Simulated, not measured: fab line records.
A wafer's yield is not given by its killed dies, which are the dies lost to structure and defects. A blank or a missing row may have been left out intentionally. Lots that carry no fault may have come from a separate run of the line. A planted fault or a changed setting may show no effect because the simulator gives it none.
Chamber matching / flow n5_finfet / rie_diel-01 running N5_BEOL_M0_SAQP_ETCH_84: 4 sister chambers
The step etches SOC in N2/H2, target depth 100 nm, overetch 20 nm, time 150 s. 18 wafers are shown with their chamber, then 9 later ones without.

== EACH WAFER AND ITS CHAMBER ==
wafer=L074.2; chamber=1; showerhead_plenum_p_Torr (Torr)=2.56; drypump_motor_current_A (A)=5.7; throttle_valve_pct (%)=17.72
wafer=L074.3; chamber=0; showerhead_plenum_p_Torr (Torr)=2.70; drypump_motor_current_A (A)=5.8; throttle_valve_pct (%)=17.76
wafer=L074.4; chamber=2; showerhead_plenum_p_Torr (Torr)=2.47; drypump_motor_current_A (A)=4.8; throttle_valve_pct (%)=17.40
wafer=L075.1; chamber=3; showerhead_plenum_p_Torr (Torr)=2.59; drypump_motor_current_A (A)=5.6; throttle_valve_pct (%)=17.62
wafer=L075.4; chamber=1; showerhead_plenum_p_Torr (Torr)=2.56; drypump_motor_current_A (A)=5.7; throttle_valve_pct (%)=17.74
wafer=L075.5; chamber=3; showerhead_plenum_p_Torr (Torr)=2.59; drypump_motor_current_A (A)=5.5; throttle_valve_pct (%)=17.62
wafer=L076.3; chamber=3; showerhead_plenum_p_Torr (Torr)=2.59; drypump_motor_current_A (A)=5.5; throttle_valve_pct (%)=17.62
wafer=L076.5; chamber=0; showerhead_plenum_p_Torr (Torr)=2.69; drypump_motor_current_A (A)=5.8; throttle_valve_pct (%)=17.76
wafer=L076.6; chamber=1; showerhead_plenum_p_Torr (Torr)=2.56; drypump_motor_current_A (A)=5.7; throttle_valve_pct (%)=17.73
wafer=L078.1; chamber=1; showerhead_plenum_p_Torr (Torr)=2.56; drypump_motor_current_A (A)=5.7; throttle_valve_pct (%)=17.73
wafer=L078.4; chamber=2; showerhead_plenum_p_Torr (Torr)=2.47; drypump_motor_current_A (A)=4.9; throttle_valve_pct (%)=17.41
wafer=L078.5; chamber=3; showerhead_plenum_p_Torr (Torr)=2.59; drypump_motor_current_A (A)=5.6; throttle_valve_pct (%)=17.63
wafer=L083.1; chamber=0; showerhead_plenum_p_Torr (Torr)=2.69; drypump_motor_current_A (A)=5.8; throttle_valve_pct (%)=17.79
wafer=L083.4; chamber=2; showerhead_plenum_p_Torr (Torr)=2.47; drypump_motor_current_A (A)=4.9; throttle_valve_pct (%)=17.43
wafer=L083.5; chamber=1; showerhead_plenum_p_Torr (Torr)=2.56; drypump_motor_current_A (A)=5.7; throttle_valve_pct (%)=17.75
wafer=L089.1; chamber=2; showerhead_plenum_p_Torr (Torr)=2.46; drypump_motor_current_A (A)=4.8; throttle_valve_pct (%)=17.46
wafer=L089.4; chamber=1; showerhead_plenum_p_Torr (Torr)=2.55; drypump_motor_current_A (A)=5.7; throttle_valve_pct (%)=17.76
wafer=L089.6; chamber=1; showerhead_plenum_p_Torr (Torr)=2.55; drypump_motor_current_A (A)=5.7; throttle_valve_pct (%)=17.77

SIGNATURES (averages over the wafers above)
reading=showerhead_plenum_p_Torr; chamber 0=2.6933; chamber 1=2.5571; chamber 2=2.4675; chamber 3=2.5900; scatter within a chamber=0.00451
reading=drypump_motor_current_A; chamber 0=5.800; chamber 1=5.700; chamber 2=4.850; chamber 3=5.550; scatter within a chamber=0.0378
reading=throttle_valve_pct; chamber 0=17.7700; chamber 1=17.7429; chamber 2=17.4250; chamber 3=17.6225; scatter within a chamber=0.0184
Rule: for a wafer and a chamber, the distance is found by dividing, reading by reading, the gap between the wafer's reading and the chamber's mean by the reading's scatter, squaring, summing and taking the root. The wafer belongs to the nearest chamber; if the next one is less than 2 further off, it can't be placed. The scatter is the square root of a quotient: the sum, over the shown wafers, of each reading's squared deviation from its chamber's mean, divided by wafers minus chambers.

== WAFERS MISSING THEIR CHAMBER ==
wafer=L091.1; showerhead_plenum_p_Torr (Torr)=2.58; drypump_motor_current_A (A)=5.5; throttle_valve_pct (%)=17.65
wafer=L091.2; showerhead_plenum_p_Torr (Torr)=2.55; drypump_motor_current_A (A)=5.7; throttle_valve_pct (%)=17.78
wafer=L091.3; showerhead_plenum_p_Torr (Torr)=2.46; drypump_motor_current_A (A)=4.9; throttle_valve_pct (%)=17.45
wafer=L093.1; showerhead_plenum_p_Torr (Torr)=2.46; drypump_motor_current_A (A)=4.9; throttle_valve_pct (%)=17.47
wafer=L093.5; showerhead_plenum_p_Torr (Torr)=2.46; drypump_motor_current_A (A)=4.9; throttle_valve_pct (%)=17.47
wafer=L093.6; showerhead_plenum_p_Torr (Torr)=2.58; drypump_motor_current_A (A)=5.6; throttle_valve_pct (%)=17.66
wafer=L095.2; showerhead_plenum_p_Torr (Torr)=2.46; drypump_motor_current_A (A)=4.9; throttle_valve_pct (%)=17.49
wafer=L095.4; showerhead_plenum_p_Torr (Torr)=2.55; drypump_motor_current_A (A)=5.7; throttle_valve_pct (%)=17.79
wafer=L095.5; showerhead_plenum_p_Torr (Torr)=2.55; drypump_motor_current_A (A)=5.7; throttle_valve_pct (%)=17.80

== WHICH CHAMBER EACH ONE RAN IN ==
wafer=L091.1; from the rows above=3; in truth=3
wafer=L091.2; from the rows above=1; in truth=1
wafer=L091.3; from the rows above=2; in truth=2
wafer=L093.1; from the rows above=2; in truth=2
wafer=L093.5; from the rows above=2; in truth=2
wafer=L093.6; from the rows above=3; in truth=3
wafer=L095.2; from the rows above=2; in truth=2
wafer=L095.4; from the rows above=1; in truth=1
wafer=L095.5; from the rows above=1; in truth=1
Correct placement for 9 of the 9. Number that these rows cannot place: 0. Placed wrongly: 0.
